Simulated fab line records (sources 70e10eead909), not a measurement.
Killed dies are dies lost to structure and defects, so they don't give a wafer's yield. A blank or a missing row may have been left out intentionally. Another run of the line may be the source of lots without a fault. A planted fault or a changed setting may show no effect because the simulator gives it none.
fab line records	flow nand-harc
record lots=11	wafers=33	last-day=24
route steps=1159 shown P_M1@298 P_M2@326 END@1159
lots untouched by any fault: they come from a run of this same line in which no faults occurred
start-h: hours from the record's opening day to when the first of the lot's shown wafers began	wait-h: hours from the lot's prior step to this one	" as in the row above	L1.1+2: a row that stands for several wafers	- no value, or no start given	* or withheld: withheld	< > ~ a bound
route shown NAME@n: NAME is a module with steps in the file, n the number in the route of the first one	usual: mean and standard deviation over wafers with no fault	same: alike in all rows	chamber/n: place in a boat	sites: readings site by site	_std_site: standard deviation of those values	_edge_site: the outer-site mean with the inner-site mean subtracted	radius-mm: how far each site lies from the wafer's centre	mask NAME#n: copy n	behind: tool/chamber where the wafer was last shaped	hold: the reason the lot was held/the length of the hold in hours/how it ended	device: whichever transistor did not switch (one of n, p or np)	end of line: the same wafers' tests at the end of the route	a step given without rows: its recipe and nothing more	killed: the dies lost at the first sort to structure and to defects; this is not the yield of the wafer	map: a wafer's dies, marking killed ones x, the rest . and places with no die _
set.NAME: the run value of the setting; set.NAME@STEP: its run value at that earlier step	model.NAME: the simulator's own value behind a step, which no gauge read
one table for each step of the route and one row for each wafer, over a sample of lots
services: from which hour (start-h, from the record's first day; less than 0 if before it) a tool's chamber was out of use, for how many hours, and why
## steps
# step NHARC_P_M1_DESCUM_14
# recipe time-s=3	o2-flow-sccm=200	ar-flow-sccm=0	bias-power-w=0	chemistry=O2
# usual drypump-motor-current-A=5.7/0.55	oes-product-au=1.002/0.0085	rf-vpp-V=58.0/0.85	showerhead-plenum-p-Torr=1.97/0.077	throttle-valve-pct=11.311/0.0097
# same bias-power-w=0
lot.wafer	tool	chamber	start-h	wait-h	drypump-motor-current-A	oes-product-au	rf-hours-counter-h	rf-vpp-V	showerhead-plenum-p-Torr	throttle-valve-pct
L688.3	rie-diel-08	1	123.15	0.1	6.5	1.016	4	56.3	2.00	11.305
L688.2	"	2	"	"	6.2	0.997	4	59.1	2.07	11.312
L688.6	"	1	"	"	6.5	1.002	-	58.2	2.00	11.302
L689.4	rie-diel-08	2	135.93	0.1	6.2	0.992	0	56.9	2.07	11.305
L689.3	"	0	"	"	6.4	1.004	0	56.9	2.05	11.307
L689.5	"	2	"	"	6.3	0.995	-	59.9	2.07	11.314
L691.3	rie-diel-08	1	148.58	0.1	6.5	0.994	1	57.4	2.00	11.314
L691.6	"	0	"	"	6.4	0.999	-	58.9	2.05	11.301
L691.5	"	1	"	"	6.5	1.014	-	59.6	2.00	11.314
L695.1	rie-diel-05	3	160.65	0.1	5.4	1.008	11	58.7	1.95	11.317
L695.2	"	0	"	"	6.1	1.012	11	58.9	1.94	11.319
L695.6	"	3	"	"	5.4	0.996	-	59.2	1.95	11.311
L697.2	rie-diel-09	1	170.85	0.1	5.7	1.002	6	57.6	1.85	11.299
L697.3	"	0	"	"	5.1	1.009	6	59.0	2.04	11.326
L697.4	"	1	"	"	5.7	1.008	-	56.5	1.85	11.324
L701.2	rie-diel-09	2	198.42	0.1	5.4	0.998	7	57.7	1.84	11.309
L701.3	"	3	"	"	4.7	1.013	8	57.3	1.95	11.309
L701.5	"	3	"	"	4.7	1.008	-	58.9	1.95	11.304
L699.1	rie-diel-08	2	198.59	0.1	6.3	0.981	2	58.0	2.07	11.311
L699.5	"	3	"	"	5.9	0.986	-	57.2	1.95	11.303
L699.6	"	0	"	"	6.4	0.998	-	58.5	2.05	11.306
L700.2	rie-diel-09	0	198.97	0.1	5.1	1.014	8	58.1	2.04	11.323
L700.3	"	2	"	"	5.4	1.008	7	57.0	1.84	11.313
L700.5	"	0	"	"	5.1	1.017	-	59.5	2.04	11.313
L704.3	rie-diel-09	2	221.09	0.1	5.4	0.992	9	57.7	1.84	11.285
L704.1	"	3	"	"	4.7	1.003	10	57.5	1.95	11.306
L704.5	"	0	"	"	5.1	1.016	-	58.4	2.04	11.307
L706.1	rie-diel-08	3	227.85	0.1	5.9	0.999	3	57.8	1.95	11.300
L706.6	"	3	"	"	5.9	0.998	-	57.0	1.95	11.299
L706.4	"	0	"	"	6.4	1.001	-	59.2	2.05	11.315
L708.3	rie-diel-05	1	239.33	0.1	6.2	1.006	3	58.5	1.93	11.306
L708.1	"	2	"	"	5.6	1.007	3	58.3	2.01	11.330
L708.5	"	0	"	"	6.0	1.001	-	57.1	1.93	11.308
# step NHARC_P_M1_ANNEAL_31
# recipe temp-c=225	time-s=90
# usual wafer_temp_C_max=226.5/0.64
lot.wafer	tool	chamber	start-h	wait-h	wafer_temp_C_max
L688.2	rtp-anneal-01	0	125.03	0.4	226.7
L688.3	"	0	"	"	226.8
L688.6	"	0	"	"	227.1
L689.3	rtp-anneal-02	0	137.85	0.3	225.4
L689.4	"	0	"	"	225.5
L689.5	"	0	"	"	225.5
L691.3	rtp-anneal-01	0	150.63	-	226.7
L691.5	"	0	"	"	226.7
L691.6	"	0	"	"	227.0
L695.1	rtp-anneal-01	0	162.42	0.3	227.1
L695.2	"	0	"	"	226.7
L695.6	"	0	"	"	227.2
L697.2	rtp-anneal-01	0	172.70	-	226.7
L697.3	"	0	"	"	226.9
L697.4	"	0	"	"	226.7
L701.2	rtp-anneal-02	0	200.23	-	225.5
L701.3	"	0	"	"	225.5
L701.5	"	0	"	"	225.6
L699.1	rtp-anneal-01	0	200.58	0.3	227.3
L699.5	"	0	"	"	227.5
L699.6	"	0	"	"	227.1
L700.2	rtp-anneal-02	0	200.80	-	225.6
L700.3	"	0	"	"	225.6
L700.5	"	0	"	"	225.7
L704.1	rtp-anneal-01	0	222.83	0.3	227.3
L704.3	"	0	"	"	227.2
L704.5	"	0	"	"	226.6
L706.1	rtp-anneal-01	0	229.68	0.3	226.8
L706.4	"	0	"	"	226.7
L706.6	"	0	"	"	226.8
L708.1	rtp-anneal-02	0	241.08	0.3	225.7
L708.3	"	0	"	"	226.0
L708.5	"	0	"	"	225.5
# step NHARC_P_M2_PEB_07
# recipe peb-temp-c=100	peb-time-s=65
# usual heater-power-total-W=156.6/0.41
lot.wafer	tool	chamber	start-h	wait-h	heater-power-total-W
L688.2	litho-track-01	0	127.43	0.1	157.1
L688.3	"	0	"	"	156.1
L688.6	"	0	"	"	156.2
L689.3	litho-track-04	0	139.91	0.0	156.8
L689.4	"	0	"	"	156.0
L689.5	"	0	"	"	156.0
L691.3	litho-track-01	0	152.54	0.0	157.1
L691.5	"	0	"	"	157.1
L691.6	"	0	"	"	156.6
L695.1	litho-track-06	0	164.55	0.1	156.4
L695.2	"	0	"	"	156.4
L695.6	"	0	"	"	156.7
L697.2	litho-track-04	0	174.80	0.1	157.2
L697.3	"	0	"	"	156.0
L697.4	"	0	"	"	156.8
L701.2	litho-track-01	0	202.44	0.1	156.3
L701.3	"	0	"	"	156.1
L701.5	"	0	"	"	156.9
L699.1	litho-track-04	0	202.84	0.1	156.8
L699.5	"	0	"	"	156.1
L699.6	"	0	"	"	156.1
L700.2	litho-track-06	0	203.53	0.1	156.4
L700.3	"	0	"	"	157.1
L700.5	"	0	"	"	157.2
L704.1	litho-track-04	0	225.06	0.1	157.1
L704.3	"	0	"	"	156.6
L704.5	"	0	"	"	156.8
L706.1	litho-track-04	0	231.84	0.1	180.7
L706.4	"	0	"	"	180.4
L706.6	"	0	"	"	181.6
L708.1	litho-track-04	0	243.12	0.1	180.3
L708.3	"	0	"	"	181.1
L708.5	"	0	"	"	181.0
# step NHARC_P_M2_CD_MEAS_09
# recipe target-cd-nm=170	landing-energy-ev=500
# usual cd-nm=170.1/0.5
lot.wafer	tool	chamber	start-h	wait-h	cd-nm
L688.2	cd-sem-02	0	127.51	-	170.0
L688.3	"	0	"	"	169.9
L688.6	"	0	"	"	170.0
L689.3	cd-sem-01	0	140.00	-	169.8
L689.4	"	0	"	"	169.8
L689.5	"	0	"	"	170.1
L691.3	cd-sem-03	0	152.62	-	170.1
L691.5	"	0	"	"	169.9
L691.6	"	0	"	"	170.4
L695.1	cd-sem-03	0	164.63	-	170.1
L695.2	"	0	"	"	169.7
L695.6	"	0	"	"	169.8
L697.2	cd-sem-02	0	174.88	-	169.2
L697.3	"	0	"	"	170.0
L697.4	"	0	"	"	170.1
L701.2	cd-sem-03	0	202.52	-	170.0
L701.3	"	0	"	"	170.0
L701.5	"	0	"	"	170.6
L699.1	cd-sem-03	0	202.92	-	170.1
L699.5	"	0	"	"	170.4
L699.6	"	0	"	"	170.5
L700.2	cd-sem-03	0	203.61	-	170.0
L700.3	"	0	"	"	169.3
L700.5	"	0	"	"	169.9
L704.1	cd-sem-02	0	225.14	-	170.2
L704.3	"	0	"	"	170.9
L704.5	"	0	"	"	171.3
L706.1	cd-sem-03	0	231.92	-	161.0
L706.4	"	0	"	"	161.2
L706.6	"	0	"	"	160.7
L708.1	cd-sem-03	0	243.20	-	163.0
L708.3	"	0	"	"	162.6
L708.5	"	0	"	"	162.5
# step NHARC_P_M2_STRIP_18
# recipe power-w=1000	n2-flow-sccm=150	h2-flow-sccm=150	ar-flow-sccm=0	bias-w=0	chemistry=N2/H2
# usual drypump-motor-current-A=6.0/0.45	oes-product-au=0.997/0.0082	rf-vpp-V=90.8/1	showerhead-plenum-p-Torr=2.08/0.099	throttle-valve-pct=14.170/0.0093
lot.wafer	tool	chamber	start-h	wait-h	drypump-motor-current-A	oes-product-au	rf-hours-counter-h	rf-vpp-V	showerhead-plenum-p-Torr	throttle-valve-pct
L688.2	rie-diel-07	0	128.10	0.1	5.4	0.982	2	91.4	1.91	14.175
L688.3	"	2	"	"	5.8	1.001	2	90.8	2.20	14.180
L688.6	"	0	"	"	5.4	0.992	-	91.1	1.91	14.161
L689.4	rie-diel-07	0	140.78	0.1	5.4	1.003	2	91.2	1.91	14.177
L689.3	"	1	"	"	6.7	0.990	2	89.7	2.08	14.175
L689.5	"	3	"	"	6.3	1.010	-	90.0	2.08	14.153
L691.3	rie-diel-07	1	153.18	0.1	6.7	0.992	2	90.6	2.08	14.170
L691.5	"	1	"	"	6.7	0.996	-	88.8	2.08	14.196
L691.6	"	2	"	"	5.8	0.981	-	90.8	2.20	14.186
L695.2	rie-diel-07	3	165.21	0.1	6.3	0.996	3	90.8	2.08	14.180
L695.1	"	2	"	"	5.8	0.991	3	92.5	2.20	14.164
L695.6	"	0	"	"	5.4	0.991	-	88.7	1.91	14.173
L697.4	rie-diel-07	1	175.45	0.1	6.7	1.001	3	91.1	2.08	14.178
L697.2	"	3	"	"	6.3	1.007	4	90.8	2.08	14.178
L697.3	"	0	"	"	5.4	0.986	3	92.1	1.91	14.173
L701.3	rie-diel-07	3	203.10	0.1	6.3	1.004	5	90.6	2.08	14.159
L701.2	"	1	"	"	6.6	0.992	4	91.3	2.08	14.171
L701.5	"	2	"	"	5.8	0.994	-	92.7	2.20	14.183
L699.1	rie-diel-11	1	203.59	0.1	5.6	1.003	0	91.5	2.18	14.174
L699.6	"	3	"	"	5.8	1.000	-	91.0	2.08	14.167
L699.5	"	0	"	"	5.6	1.007	-	91.5	2.16	14.170
L700.3	rie-diel-07	0	204.17	0.1	5.4	0.996	5	90.3	1.91	14.169
L700.2	"	1	"	"	6.7	1.001	4	90.0	2.08	14.176
L700.5	"	1	"	"	6.7	0.992	-	91.4	2.08	14.178
L704.1	rie-diel-11	1	225.75	0.1	5.6	1.000	5	92.1	2.18	14.180
L704.3	"	2	"	"	5.7	1.004	5	90.1	1.93	14.146
L704.5	"	0	"	"	5.6	0.993	-	92.0	2.16	14.158
L706.1	rie-diel-07	1	232.48	0.1	6.7	0.997	6	90.5	2.08	14.175
L706.4	"	0	"	"	5.4	1.005	6	89.2	1.91	14.194
L706.6	"	1	"	"	6.6	0.995	-	90.9	2.08	14.176
L708.1	rie-diel-11	0	244.30	0.1	5.6	1.000	8	92.4	2.16	14.164
L708.3	"	1	"	"	5.6	0.994	8	91.6	2.18	14.170
L708.5	"	3	"	"	5.8	0.991	-	92.0	2.07	14.167
# step NHARC_END_SORT_01
# recipe temp-c=25
# usual defect-limited-yield=95.8/1.2	killed-at-array=24/7.4	killed-at-other=0.5/0.81	killed-at-periphery=3.4/2.3	killed-dies=28/8	killed-open=3.4/1.8	killed-short=2.0/1.4	sort_bin_2_pct=1.3/0.54	sort_bin_3_pct=0.23/0.2	sort_bin_4_pct=2.7/0.77	sort-n-pass=649/8	sort-rim-yield-pct=94.2/2.7	sort-yield-pct=95.8/1.2
# same gross-dies=677	sort_bin_5_pct[%]=0	sort_bin_6_pct[%]=0	sort_bin_7_pct[%]=0	sort_bin_8_pct[%]=0	sort-rim-n-gross=106.00
lot.wafer	tool	chamber	start-h	wait-h	defect-limited-yield[%]	killed-at-array	killed-at-other	killed-at-periphery	killed-dies	killed-open	killed-short	sort_bin_2_pct[%]	sort_bin_3_pct[%]	sort_bin_4_pct[%]	sort-n-pass	sort-rim-yield-pct[%]	sort-yield-pct[%]
L706.6	prober-02	0	559.83	4.0	94.2	32	0	7	39	3	1	1.8	0.15	3.8	638	89.6	94.2
# killed by level:class
L706.6 A_CHANNEL_HOLE_D1:chamber-film-flake=14 A_CONTACT:chamber-film-flake=9 P_GATE:chamber-film-flake=3 A_STAIRCASE:chamber-film-flake=3 A_SLIT:chamber-film-flake=2 P_M0:geometric-particle:open=1 A_WL_FILL:geometric-particle:short=1 A_CONTACT:geometric-particle:open=1
## services
tool	chamber	start-h	hours	kind
rie-diel-05	0	102.41	4.5	repair
rie-diel-09	3	105.37	8.2	repair
litho-track-06	-	117.00	7.0	pm
rie-diel-07	-	117.51	0.3	repair
rie-diel-07	0	120.89	-	clean
rie-diel-07	1	120.89	-	clean
rie-diel-07	2	120.89	-	clean
rie-diel-07	3	120.89	-	clean
rie-diel-08	-	124.80	9.0	pm
rie-diel-05	3	137.69	7.5	repair
rie-diel-09	3	139.88	7.5	repair
rie-diel-11	2	140.05	15.5	repair
litho-track-04	-	141.00	7.0	pm
rie-diel-07	0	145.39	-	clean
rie-diel-07	1	145.39	-	clean
rie-diel-07	2	145.39	-	clean
rie-diel-05	-	163.66	9.0	pm
rie-diel-09	2	167.06	13.7	repair
rie-diel-05	3	176.30	15.1	repair
rie-diel-11	-	189.50	9.0	pm
rie-diel-08	1	202.52	26.2	repair
rie-diel-07	-	209.87	2.0	repair
rie-diel-07	-	239.89	9.0	pm
rie-diel-11	2	242.59	42.5	repair
## key
first-sign step=NHARC_P_M2_PEB_07	reading=heater-power-total-W	direction=up	sigmas=59	usual=*	struck=*
effect step=NHARC_P_M2_CD_MEAS_09	reading=cd-nm	direction=down	sigmas=17	usual=170.1	struck=161.8	through=control-loop
met-at NHARC_P_M2_PEB_07
struck-lots L706,L708
loop-trim step=NHARC_P_M2_EXPOSE_06	setting=dose	lots=L708
not-acting-at NHARC_P_M1_DESCUM_14,NHARC_P_M1_ANNEAL_31,NHARC_P_M2_STRIP_18
onset-between 225.06 231.84
fault kind=process-parameter-drift	tool=litho-track-04	chamber=-	onset-h=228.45	steps=NHARC_P_M2_PEB_07	channel=peb-time-s	offset=*	shape=step	end-h=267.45	acts-in=*	stated=*
# loop-trim: a control loop set the setting to another value than it would have without faults
